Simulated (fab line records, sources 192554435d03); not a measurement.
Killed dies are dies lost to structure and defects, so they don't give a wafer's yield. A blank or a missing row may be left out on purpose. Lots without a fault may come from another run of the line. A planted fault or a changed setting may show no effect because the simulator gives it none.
Split-lot experiment | flow n5_finfet | 7 lots, 21 wafers read, on a route of 1938 steps

THE SPLIT
At N5_BEOL_M2_COAT_73 (time 60 s, resist thk 5 nm), the setting spin_rpm was moved away from the recipe's 1500 rpm on 9 of the 21 wafers read, by -10.1% to +7.6%. The other wafers ran this setting at the recipe's value.

FROM THE SPLIT TO THE READING: what the file shows between them, 4 steps
- N5_BEOL_M2_EXPOSE_08: exposes mask M2 (also split here: dose_mj)
- N5_BEOL_M2_PEB_09: peb time 60 s
- N5_BEOL_M2_DEVELOP_10: develop time 30 s
- N5_BEOL_M2_DESCUM_16: chemistry O2, time 7 s

THE READING
etch.depth_nm (the simulator's own value, which no gauge read), in nm, at N5_BEOL_M2_ETCH_74 (etches underlayer in N2/H2, target depth 6.5 nm, time 5.2 s). The file gives no usual value for it. The 12 wafers here that ran the recipe average 5.019 nm, standard deviation 0.013 nm.

wafer  | tool, chamber at the split | spin_rpm as run, rpm | against the recipe | etch.depth_nm, nm | against lot-mates on the recipe
L074.4 | litho_track-04, 0          | 1500                 | recipe             | 5.02              | -
L074.5 | litho_track-04, 0          | 1500                 | recipe             | 5.042             | -
L074.6 | litho_track-04, 0          | 1500                 | recipe             | 5.023             | -
L078.3 | litho_track-05, 0          | 1500                 | recipe             | 5.023             | -
L078.4 | litho_track-05, 0          | 1500                 | recipe             | 5.024             | -
L078.6 | litho_track-05, 0          | 1500                 | recipe             | 5.016             | -
L083.3 | litho_track-02, 0          | 1614                 | +7.6%              | 4.812             | -0.191
L083.4 | litho_track-02, 0          | 1500                 | recipe             | 5.003             | -
L083.5 | litho_track-02, 0          | 1614                 | +7.6%              | 4.823             | -0.180
L085.2 | litho_track-05, 0          | 1348                 | -10.1%             | 5.274             | no lot-mate on the recipe
L085.3 | litho_track-05, 0          | 1348                 | -10.1%             | 5.289             | no lot-mate on the recipe
L085.6 | litho_track-05, 0          | 1348                 | -10.1%             | 5.278             | no lot-mate on the recipe
L088.1 | litho_track-05, 0          | 1451                 | -3.3%              | 5.059             | no lot-mate on the recipe
L088.2 | litho_track-05, 0          | 1451                 | -3.3%              | 5.091             | no lot-mate on the recipe
L088.5 | litho_track-05, 0          | 1451                 | -3.3%              | 5.074             | no lot-mate on the recipe
L091.1 | litho_track-04, 0          | 1545                 | +3.0%              | 4.919             | -0.085
L091.3 | litho_track-04, 0          | 1500                 | recipe             | 5.004             | -
L091.4 | litho_track-04, 0          | 1500                 | recipe             | 5.003             | -
L092.4 | litho_track-02, 0          | 1500                 | recipe             | 5.041             | -
L092.5 | litho_track-02, 0          | 1500                 | recipe             | 5.022             | -
L092.6 | litho_track-02, 0          | 1500                 | recipe             | 5.011             | -

THE FIT
A straight line over all 21 wafers: etch.depth_nm changes by -0.0258 nm for each +1% of spin_rpm; r = -0.99; the points scatter about the line by 0.016 nm.
The same after taking each lot's own level away (the mean of its wafers on the recipe; 15 wafers): -0.0246 nm for each +1%; r = -0.99; scatter 0.0086 nm.
On that fit, the largest move of spin_rpm shifts the reading by 0.25 nm.
The lots' own levels span 5.0030 to 5.0283 nm, that is 2.0 times the standard deviation above.
So the lot-to-lot level changes the slope little: the two slopes agree.
Check: with one of the wafers moved furthest among these (+7.6%) left out of the fit, the line predicts -0.184 nm for it against its lot-mates. It came out at -0.191 nm against them.

OTHER SPLITS ON THESE WAFERS
These wafers also went through other splits before the reading. Each is held against what the fit with the lots' levels taken away leaves over:
other split on the same wafers               | wafers away from the commonest value | r with etch.depth_nm (lot level and that fit taken away)
N5_GATE_CUT_HM_DEP_46 time_s                 | 10                                   | +0.20
N5_MOL_CONTACT_COAG_CONTACT_ETCH_14 source_w | 7                                    | -0.04
N5_MOL_CONTACT_COAG_COAT_64 spin_rpm         | 8                                    | -0.11
N5_BEOL_M0_SAQP_COAT_08 spin_rpm             | 9                                    | +0.05
N5_BEOL_M0_ETCH_138 bias_w                   | 5                                    | +0.09
N5_BEOL_M2_EXPOSE_08 dose_mj                 | 3                                    | +0.00

THE FILE'S OWN FIT
etch.depth_nm changes by -0.0249 nm for each +1% of spin_rpm, r = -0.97.
